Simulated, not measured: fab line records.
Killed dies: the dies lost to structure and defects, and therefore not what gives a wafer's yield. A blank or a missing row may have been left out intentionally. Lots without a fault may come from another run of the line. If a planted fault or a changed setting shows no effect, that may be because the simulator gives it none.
fab line records -- flow nand-harc
record lots=5, wafers=15, last-day=34
route steps=1302 shown A_M1@1179 END@1302
lots with no fault: from the same line, run without faults
start-h: hours from the record's opening day to when the first of the lot's shown wafers began -- wait-h: how many hours have passed since the lot's step before this one -- " the same as in the row above -- L1.1+2: several wafers, shown together as one row -- - no value present, or no start provided -- * or withheld: withheld -- < > ~ a bound
route shown NAME@n: a module of which the file shows steps, and the number in the route of the first -- usual: mean/standard deviation of fault-free wafers -- same: alike in all rows -- chamber/n: place in a boat -- sites: the reading at each site -- _std_site: the standard deviation of these -- _edge_site: mean of outer sites minus mean of inner sites -- radius-mm: how far each site lies from the wafer's centre -- mask NAME#n: copy n -- behind: the tool/chamber that last shaped the wafer -- hold: cause of the lot's hold/its duration in hours/its outcome -- device: which transistor (n, p or np) failed to switch -- end of line: at the end of the route, the tests of the same wafers -- step lacking rows: just its recipe -- killed: dies that structure and defects cost at the first sort, which is not the same as the wafer's yield -- map: dies across one wafer; x = killed, . = not, _ = none there
set.NAME: the run value of the setting; set.NAME@STEP: its run value at that earlier step -- model.NAME: the simulator's own value behind a step, which no gauge read
a table for each step, a row for each wafer; lots at some steps of the route
services: from which hour (start-h, from the record's first day; less than 0 if before it) a tool's chamber was out of use, for how many hours, and why
## steps
# step NHARC_A_M1_CD_MEAS_09
# recipe target-cd-nm=120, landing-energy-ev=500
# usual cd-nm=120.3/0.5
lot.wafer,tool,chamber,start-h,wait-h,cd-nm
L474.1,cd-sem-03,0,549.08,-,120.5
L474.2,cd-sem-03,0,549.08,-,120.9
L474.6,cd-sem-03,0,549.08,-,120.1
L484.4,cd-sem-01,0,641.56,-,119.7
L484.5,cd-sem-01,0,641.56,-,119.4
L484.6,cd-sem-01,0,641.56,-,119.3
L492.2,cd-sem-01,0,712.70,-,119.9
L492.5,cd-sem-01,0,712.70,-,120.2
L492.6,cd-sem-01,0,712.70,-,119.5
L494.2,cd-sem-01,0,750.12,-,120.0
L494.5,cd-sem-01,0,750.12,-,120.8
L494.6,cd-sem-01,0,750.12,-,120.3
L497.1,cd-sem-01,0,764.97,-,120.4
L497.2,cd-sem-01,0,764.97,-,120.2
L497.5,cd-sem-01,0,764.97,-,120.2
# step NHARC_A_M1_OVL_MEAS_10
# recipe pitch-nm=240
# usual overlay-x-nm=0.2/0.89, overlay-y-nm=0.4/0.83
lot.wafer,tool,chamber,start-h,wait-h,overlay-x-nm,overlay-y-nm
L474.1,overlay-02,-,549.17,-,1.0,0.1
L474.2,overlay-02,-,549.17,-,0.9,0.4
L474.6,overlay-02,-,549.17,-,0.9,0.5
L484.4,overlay-02,-,641.64,-,-0.7,0.4
L484.5,overlay-02,-,641.64,-,-0.3,0.4
L484.6,overlay-02,-,641.64,-,-0.7,-0.3
L492.2,overlay-02,-,712.78,-,1.5,-1.0
L492.5,overlay-02,-,712.78,-,0.8,-0.7
L492.6,overlay-02,-,712.78,-,0.7,-1.3
L494.2,overlay-02,-,750.20,-,1.2,-0.1
L494.5,overlay-02,-,750.20,-,1.0,0.3
L494.6,overlay-02,-,750.20,-,1.1,-0.2
L497.1,overlay-01,-,765.06,-,0.5,0.3
L497.2,overlay-01,-,765.06,-,0.9,0.2
L497.5,overlay-01,-,765.06,-,-0.1,0.5
# step NHARC_A_M1_INSPECT_11
# usual raw-defect-count=79/42
lot.wafer,tool,chamber,start-h,wait-h,raw-defect-count
L474.1,defect-inspect-02,-,549.21,0.0,18
L474.2,defect-inspect-02,-,549.21,0.0,20
L474.6,defect-inspect-02,-,549.21,0.0,18
L484.4,defect-inspect-01,-,641.68,0.0,130
L484.5,defect-inspect-01,-,641.68,0.0,131
L484.6,defect-inspect-01,-,641.68,0.0,124
L492.2,defect-inspect-01,-,712.82,0.0,83
L492.5,defect-inspect-01,-,712.82,0.0,80
L492.6,defect-inspect-01,-,712.82,0.0,78
L494.2,defect-inspect-01,-,750.24,0.0,76
L494.5,defect-inspect-01,-,750.24,0.0,71
L494.6,defect-inspect-01,-,750.24,0.0,73
L497.1,defect-inspect-02,-,765.10,0.0,74
L497.2,defect-inspect-02,-,765.10,0.0,64
L497.5,defect-inspect-02,-,765.10,0.0,69
# step NHARC_A_M1_DESCUM_14
# recipe time-s=3, o2-flow-sccm=200, ar-flow-sccm=0, bias-power-w=0, chemistry=O2
# usual drypump-motor-current-A=5.8/0.32, oes-product-au=0.999/0.0096, rf-vpp-V=58.0/0.9, showerhead-plenum-p-Torr=1.97/0.064, throttle-valve-pct=11.311/0.0088
# same time-s=3
lot.wafer,tool,chamber,start-h,wait-h,drypump-motor-current-A,oes-product-au,rf-hours-counter-h,rf-vpp-V,showerhead-plenum-p-Torr,throttle-valve-pct
L474.2,rie-diel-03,1,549.28,0.1,5.4,1.007,3.4,57.7,1.95,11.317
L474.1,rie-diel-03,2,549.28,0.1,5.4,0.983,3.0,58.0,1.87,11.311
L474.6,rie-diel-03,0,549.28,0.1,6.4,1.008,-,56.1,1.83,11.300
L484.4,rie-diel-07,2,641.75,0.1,6.5,1.011,7.0,57.0,1.85,11.304
L484.6,rie-diel-07,0,641.75,0.1,5.5,0.996,-,58.2,1.99,11.309
L484.5,rie-diel-07,1,641.75,0.1,5.2,1.006,-,58.6,2.04,11.300
L492.2,rie-diel-07,1,712.88,0.1,5.1,0.995,3.4,57.8,2.04,11.330
L492.5,rie-diel-07,1,712.88,0.1,5.1,1.003,-,58.8,2.04,11.303
L492.6,rie-diel-07,2,712.88,0.1,6.5,0.986,-,56.7,1.84,11.309
L494.2,rie-diel-07,1,750.32,0.1,5.2,0.998,4.8,58.2,2.04,11.316
L494.6,rie-diel-07,2,750.32,0.1,6.5,1.000,-,57.6,1.84,11.317
L494.5,rie-diel-07,3,750.32,0.1,6.0,1.006,-,58.3,1.93,11.324
L497.2,rie-diel-02,1,765.16,0.1,5.8,1.026,0.1,57.3,1.99,11.301
L497.1,rie-diel-02,3,765.16,0.1,5.9,1.009,0.1,59.1,2.02,11.317
L497.5,rie-diel-02,1,765.16,0.1,5.8,1.011,-,57.3,1.99,11.317
# step NHARC_A_M1_ETCH_35
# recipe target-depth-a=400, overetch-a=120, time-s=43.94, ion-energy-ev=200, n2-flow-sccm=150, h2-flow-sccm=150, ar-flow-sccm=0, rf-w=400, bias-w=150, chemistry=N2/H2
# step NHARC_A_M1_ETCH_15
# recipe target-depth-a=1825, time-s=91.2, c4f8-flow-sccm=withheld, ar-flow-sccm=400, rf-w=600, bias-w=300, chemistry=C4F8/Ar
# usual oes-product-au=0.946/0.022, rf-vpp-V=442.6/2.1
# same time-s=91.2
lot.wafer,tool,chamber,start-h,wait-h,oes-product-au,rf-hours-counter-h,rf-vpp-V
L474.1,rie-diel-03,1,-,-,0.926,3.4,442.2
L474.2,rie-diel-03,3,-,-,0.921,3.4,445.3
L474.6,rie-diel-03,1,-,-,0.936,-,443.4
L484.4,rie-diel-07,2,-,-,0.910,7.0,438.8
L484.6,rie-diel-07,3,-,-,0.978,-,441.6
L484.5,rie-diel-07,0,-,-,0.917,-,442.6
L492.2,rie-diel-07,0,-,-,0.947,3.4,443.7
L492.5,rie-diel-07,3,-,-,0.955,-,441.7
L492.6,rie-diel-07,0,-,-,0.946,-,443.2
L494.2,rie-diel-07,1,-,-,0.975,4.8,444.3
L494.6,rie-diel-07,1,-,-,0.962,-,444.4
L494.5,rie-diel-07,2,-,-,0.924,-,438.9
L497.1,rie-diel-02,1,-,-,0.974,0.1,441.8
L497.2,rie-diel-02,3,-,-,0.962,0.1,442.9
L497.5,rie-diel-02,3,-,-,0.956,-,444.5
# step NHARC_A_M1_CD_MEAS_16
# usual cd-nm=120.3/0.79
lot.wafer,tool,chamber,start-h,wait-h,cd-nm
L474.1,cd-sem-01,-,549.57,-,120.9
L474.2,cd-sem-01,-,549.57,-,121.0
L474.6,cd-sem-01,-,549.57,-,120.1
L484.4,cd-sem-01,-,642.05,-,119.9
L484.5,cd-sem-01,-,642.05,-,118.7
L484.6,cd-sem-01,-,642.05,-,119.3
L492.2,cd-sem-01,-,713.19,-,120.2
L492.5,cd-sem-01,-,713.19,-,120.5
L492.6,cd-sem-01,-,713.19,-,119.2
L494.2,cd-sem-02,-,750.60,-,118.6
L494.5,cd-sem-02,-,750.60,-,120.8
L494.6,cd-sem-02,-,750.60,-,119.9
L497.1,cd-sem-02,-,765.51,-,120.6
L497.2,cd-sem-02,-,765.51,-,119.9
L497.5,cd-sem-02,-,765.51,-,119.3
# step NHARC_A_M1_STRIP_18
# recipe power-w=1000, n2-flow-sccm=150, h2-flow-sccm=150, ar-flow-sccm=0, bias-w=0, chemistry=N2/H2
# usual drypump-motor-current-A=5.7/0.39, oes-product-au=0.997/0.0093, rf-vpp-V=90.9/0.88, showerhead-plenum-p-Torr=2.09/0.078, throttle-valve-pct=14.169/0.0081
lot.wafer,tool,chamber,start-h,wait-h,drypump-motor-current-A,oes-product-au,rf-hours-counter-h,rf-vpp-V,showerhead-plenum-p-Torr,throttle-valve-pct
L474.2,rie-diel-07,1,549.65,0.1,5.1,0.995,4.7,91.2,2.18,14.158
L474.1,rie-diel-07,2,549.65,0.1,6.5,0.988,4.3,90.1,1.97,14.180
L474.6,rie-diel-07,2,549.65,0.1,6.4,0.995,-,90.3,1.97,14.179
L484.4,rie-diel-02,0,642.14,0.1,5.6,0.991,1.8,90.3,2.04,14.169
L484.6,rie-diel-02,3,642.14,0.1,5.8,0.998,-,90.8,2.16,14.163
L484.5,rie-diel-02,0,642.14,0.1,5.6,0.984,-,89.9,2.04,14.182
L492.2,rie-diel-02,3,713.33,0.1,5.8,1.014,4.0,91.6,2.16,14.170
L492.5,rie-diel-02,0,713.33,0.1,5.6,1.007,-,89.7,2.04,14.184
L492.6,rie-diel-02,3,713.33,0.1,5.8,1.012,-,90.5,2.16,14.179
L494.2,rie-diel-03,0,750.73,0.1,6.4,0.999,4.9,89.7,1.95,14.166
L494.5,rie-diel-03,2,750.73,0.1,5.4,0.996,-,90.0,1.98,14.173
L494.6,rie-diel-03,3,750.73,0.1,5.7,0.999,-,92.1,2.19,14.155
L497.2,rie-diel-07,1,765.61,0.1,5.1,1.003,5.5,91.1,2.18,14.173
L497.1,rie-diel-07,3,765.61,0.1,6.1,1.009,5.4,89.5,2.06,14.177
L497.5,rie-diel-07,0,765.61,0.1,5.5,0.981,-,90.9,2.12,14.161
# step NHARC_A_M1_ETCH_28
# recipe target-depth-a=300, over-etch-frac=0.3, time-s=72.99, ion-energy-ev=150, cf4-flow-sccm=50, n2-flow-sccm=100, ar-flow-sccm=150, rf-w=300, bias-w=100, chemistry=CF4/N2
# step NHARC_A_M1_STRIP_19
# recipe time-s=600, temp-c=30, chemistry=post-etch-residue-remover
# step NHARC_A_M1_DEGAS_29
# recipe temp-c=250, time-s=60
# step NHARC_A_M1_PRE_CLEAN_30
# recipe time-s=30, temp-c=280, gas=H2/He
# usual heater-power-w=404/35
# same time-s=30
lot.wafer,tool,chamber,start-h,wait-h,heater-power-w
L474.1,pvd-sputter-02,-,-,-,360
L474.2,pvd-sputter-02,-,-,-,433
L474.6,pvd-sputter-02,-,-,-,436
L484.4,pvd-sputter-01,-,-,-,359
L484.6,pvd-sputter-01,-,-,-,366
L484.5,pvd-sputter-01,-,-,-,380
L492.2,pvd-sputter-02,-,-,-,446
L492.6,pvd-sputter-02,-,-,-,437
L492.5,pvd-sputter-02,-,-,-,426
L494.2,pvd-sputter-01,-,-,-,370
L494.5,pvd-sputter-01,-,-,-,383
L494.6,pvd-sputter-01,-,-,-,458
L497.2,pvd-sputter-02,-,-,-,443
L497.1,pvd-sputter-02,-,-,-,418
L497.5,pvd-sputter-02,-,-,-,437
# step NHARC_A_M1_PVD_20
# recipe target-thk-a=50, bias-v=168.6, power-w=15000, chamber-pressure-pa=0.12, time-s=8.06, substrate-temp-c=50, material=TaN
# usual substrate-temp-c=49.99/0.12, throttle-valve-pct=29.4/0.84, time-s=8.06/0
lot.wafer,tool,chamber,start-h,wait-h,substrate-temp-c,throttle-valve-pct,time-s
L474.2,pvd-sputter-02,-,550.41,-,49.94,29.7,8.06
L474.1,pvd-sputter-02,-,550.41,-,49.99,29.8,8.06
L474.6,pvd-sputter-02,-,550.41,-,49.76,28.9,8.06
L484.4,pvd-sputter-01,-,642.88,-,50.12,29.8,8.06
L484.6,pvd-sputter-01,-,642.88,-,50.16,27.9,5.3716
L484.5,pvd-sputter-01,-,642.88,-,50.15,29.7,8.06
L492.2,pvd-sputter-02,-,714.09,-,49.95,29.1,8.06
L492.5,pvd-sputter-02,-,714.09,-,50.08,30.4,8.06
L492.6,pvd-sputter-02,-,714.09,-,50.00,28.8,8.06
L494.2,pvd-sputter-01,-,751.44,-,50.25,30.1,8.06
L494.5,pvd-sputter-01,-,751.44,-,50.09,30.1,8.06
L494.6,pvd-sputter-01,-,751.44,-,49.84,28.0,8.06
L497.1,pvd-sputter-02,-,766.34,-,49.85,30.0,8.06
L497.2,pvd-sputter-02,-,766.34,-,49.91,30.2,8.06
L497.5,pvd-sputter-02,-,766.34,-,50.03,30.2,8.06
# step NHARC_A_M1_PVD_21
# recipe target-thk-a=300, chamber-pressure-pa=5, power-w=5000, substrate-temp-c=30, time-s=20.49, material=Cu
# usual substrate-temp-c=29.98/0.1, throttle-valve-pct=29.5/0.87, time-s=20.49/0
lot.wafer,tool,chamber,start-h,wait-h,substrate-temp-c,throttle-valve-pct,time-s
L474.2,pvd-sputter-02,-,-,-,30.03,29.7,20.49
L474.1,pvd-sputter-02,-,-,-,29.87,29.8,20.49
L474.6,pvd-sputter-02,-,-,-,29.82,29.8,20.49
L484.4,pvd-sputter-01,-,-,-,29.98,29.8,20.49
L484.5,pvd-sputter-01,-,-,-,29.86,29.4,20.49
L484.6,pvd-sputter-01,-,-,-,30.05,29.9,20.49
L492.2,pvd-sputter-02,-,-,-,30.03,30.7,20.49
L492.6,pvd-sputter-02,-,-,-,30.14,30.3,20.49
L492.5,pvd-sputter-02,-,-,-,29.94,29.2,20.49
L494.2,pvd-sputter-01,-,-,-,29.91,29.9,20.49
L494.6,pvd-sputter-01,-,-,-,30.02,27.8,20.49
L494.5,pvd-sputter-01,-,-,-,30.02,29.9,20.49
L497.1,pvd-sputter-02,-,-,-,29.79,29.9,20.49
L497.2,pvd-sputter-02,-,-,-,29.83,30.5,20.49
L497.5,pvd-sputter-02,-,-,-,30.09,29.2,20.49
# step NHARC_END_SORT_01
# recipe temp-c=25
# usual defect-limited-yield=92.0/2.8, killed-at-array=49/19, killed-at-other=0.9/1.1, killed-at-periphery=4.0/2.7, killed-dies=54/19, killed-open=3.3/1.8, killed-short=2.6/1.6, sort_bin_2_pct=2.9/1.2, sort_bin_3_pct=0.5/0.36, sort_bin_4_pct=4.6/1.5, sort-n-pass=623/19, sort-rim-yield-pct=91/4.7, sort-yield-pct=92.0/2.8
# same gross-dies=677, sort_bin_5_pct[%]=0, sort_bin_6_pct[%]=0, sort_bin_7_pct[%]=0, sort_bin_8_pct[%]=0, sort-rim-n-gross=106.00
lot.wafer,tool,chamber,start-h,wait-h,defect-limited-yield[%],killed-at-array,killed-at-other,killed-at-periphery,killed-dies,killed-open,killed-short,sort_bin_2_pct[%],sort_bin_3_pct[%],sort_bin_4_pct[%],sort-n-pass,sort-rim-yield-pct[%],sort-yield-pct[%]
L474.1,prober-02,0,588.69,2.5,95.6,18,1,11,30,4,2,1.8,0,2.7,647,94,95.6
L474.2,prober-02,0,589.47,2.8,95.9,21,0,7,28,3,1,0.9,0.3,3.0,649,94,95.9
L474.6,prober-02,0,592.63,3.9,96.2,18,2,6,26,5,4,1.5,0.1,2.2,651,94,96.2
L484.4,prober-01,0,688.00,3.4,84.6,97,3,4,104,5,5,6.6,0.7,8.0,573,90,84.6
L484.5,prober-01,0,688.80,3.7,88.3,72,6,1,79,4,2,4.3,0.6,6.8,598,90,88.3
L484.6,prober-01,0,689.61,4.0,88.6,77,0,0,77,3,5,3.7,0.6,7.1,600,88,88.6
# killed by level:class
L474.1 A_CHANNEL_HOLE_D2:chamber-film-flake=6 P_ZERO_WELL:chamber-film-flake=5 A_STAIRCASE:chamber-film-flake=3 P_STI:chamber-film-flake=2 P_GATE:chamber-film-flake=2 A_CONTACT:chamber-film-flake=2 P_M0:geometric-particle:open=1 A_DECK1_JOINT:geometric-particle:open=1
L474.2 A_CHANNEL_HOLE_D2:chamber-film-flake=8 A_CONTACT:chamber-film-flake=4 A_STAIRCASE:chamber-film-flake=3 P_ZERO_WELL:chamber-film-flake=2 P_BONDPAD:chamber-film-flake=2 A_CHANNEL_HOLE_D1:chamber-film-flake=2 P_M0:geometric-particle:open=1 A_ONON_D1:geometric-particle:open=1
L474.6 A_CHANNEL_HOLE_D2:chamber-film-flake=5 A_CONTACT:chamber-film-flake=4 P_GATE:chamber-film-flake=3 A_CHANNEL_HOLE_D1:chamber-film-flake=2 STARTING-WAFER:geometric-particle:short=2 P_M0:geometric-particle:open=1 A_DECK1_JOINT:geometric-particle:short=1 A_ONON_D2:geometric-particle:open=1
L484.4 A_CHANNEL_HOLE_D1:chamber-film-flake=29 A_SLIT:chamber-film-flake=24 A_CHANNEL_HOLE_D2:chamber-film-flake=12 A_STAIRCASE:chamber-film-flake=9 A_CONTACT:chamber-film-flake=5 P_ZERO_WELL:chamber-film-flake=3 A_CHANNEL_FILL_D2:chamber-film-flake=3 THIN_TSV:chamber-film-flake=3
L484.5 A_CHANNEL_HOLE_D1:chamber-film-flake=31 A_SLIT:chamber-film-flake=13 A_CHANNEL_HOLE_D2:chamber-film-flake=10 A_CONTACT:chamber-film-flake=7 THIN_TSV:chamber-film-flake=5 A_STAIRCASE:chamber-film-flake=3 A_CHANNEL_FILL_D1:chamber-film-flake=2 A_CHANNEL_FILL_D2:chamber-film-flake=2
L484.6 A_SLIT:chamber-film-flake=28 A_CHANNEL_HOLE_D1:chamber-film-flake=17 A_CHANNEL_HOLE_D2:chamber-film-flake=15 A_CONTACT:chamber-film-flake=4 A_CHANNEL_FILL_D1:geometric-particle:short=2 A_SOURCE_PLATE:geometric-particle:open=1 A_ONON_D1:geometric-particle:short=1 A_ONON_D1:geometric-particle:open=1
## services
tool,chamber,start-h,hours,kind
rie-diel-02,1,529.13,17.8,repair
rie-diel-07,0,529.20,-,clean
rie-diel-07,1,529.20,-,clean
rie-diel-07,2,529.20,-,clean
rie-diel-07,3,529.20,-,clean
rie-diel-07,2,532.14,2.5,repair
pvd-sputter-01,-,542.62,1.9,repair
pvd-sputter-02,-,561.26,4.8,repair
rie-diel-03,0,561.74,45.0,repair
rie-diel-02,2,565.61,6.4,repair
rie-diel-02,-,570.70,9.0,pm
rie-diel-03,1,576.52,48.2,repair
pvd-sputter-01,-,582.04,10.0,pm
rie-diel-07,3,593.18,9.3,repair
rie-diel-07,2,605.78,2.4,repair
rie-diel-03,-,618.67,1.6,repair
rie-diel-03,-,635.31,9.0,pm
pvd-sputter-02,-,638.12,10.0,pm
rie-diel-07,3,645.54,2.3,repair
rie-diel-07,-,648.20,9.0,pm
rie-diel-07,1,696.20,7.4,repair
rie-diel-02,2,706.95,12.9,repair
rie-diel-02,-,747.70,9.0,pm
pvd-sputter-01,-,760.04,10.0,pm
## key
first-sign step=NHARC_A_M1_PVD_20, reading=time-s, direction=down, sigmas=99+, usual=*, struck=*
effect none on later readings
met-at NHARC_A_M1_PVD_20
struck-wafers L484.6
fault kind=process-parameter-drift, tool=pvd-sputter-01, chamber=-, onset-h=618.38, steps=NHARC_A_M1_PVD_20, channel=time-s, offset=*, shape=step, end-h=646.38, acts-in=*, stated=*, scope=struck-wafers-only
